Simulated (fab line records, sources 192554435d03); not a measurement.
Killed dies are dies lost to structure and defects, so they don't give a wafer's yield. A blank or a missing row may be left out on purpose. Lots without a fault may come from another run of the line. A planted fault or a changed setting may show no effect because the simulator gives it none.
Chamber matching | flow n5_finfet | N5_BEOL_M3_STRIP_36 on rie_diel-03: 4 sister chambers
The step strips in N2/H2. 4 wafers are shown with their chamber, then 12 later ones without.

WAFERS WITH THEIR CHAMBER
wafer  | chamber | drypump_motor_current_A (A)
L083.2 | 0       | 4.9
L083.6 | 2       | 6.1
L084.5 | 1       | 6.0
L084.6 | 3       | 6.3

WAFERS WITHOUT THEIR CHAMBER
wafer  | drypump_motor_current_A (A)
L087.2 | 6.1
L087.3 | 4.9
L087.6 | 6.3
L088.2 | 6.3
L088.3 | 4.9
L088.4 | 6.1
L096.1 | 6.3
L096.2 | 6.0
L096.5 | 6.3
L097.3 | 6.3
L097.4 | 6.2
L097.5 | 6.3

WHICH CHAMBER EACH WENT THROUGH
wafer  | from the rows above     | in truth
L087.2 | 2                       | 2
L087.3 | 0                       | 0
L087.6 | 3                       | 3
L088.2 | 3                       | 3
L088.3 | 0                       | 0
L088.4 | 2                       | 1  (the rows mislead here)
L096.1 | 3                       | 3
L096.2 | 1                       | 1
L096.5 | 3                       | 3
L097.3 | 3                       | 3
L097.4 | can't be placed: 3 or 2 | 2
L097.5 | 3                       | 3
Placed correctly: 10 of 12. Can't be placed from these rows: 1 (the true chamber is among the candidates in 1). Placed wrongly: 1.
How it was worked out, from the rows above alone: a wafer's distance from a chamber is the root of the sum, over the readings, of the square of ((its reading less the chamber's mean) divided by the reading's scatter). The wafer belongs to the nearest chamber; if the next one is less than 2 further off, it can't be placed. A chamber's mean is the mean of its shown wafers. The scatter: with one shown wafer a chamber, the root of the mean of the squares of how far each hidden wafer lies from its nearest shown one.
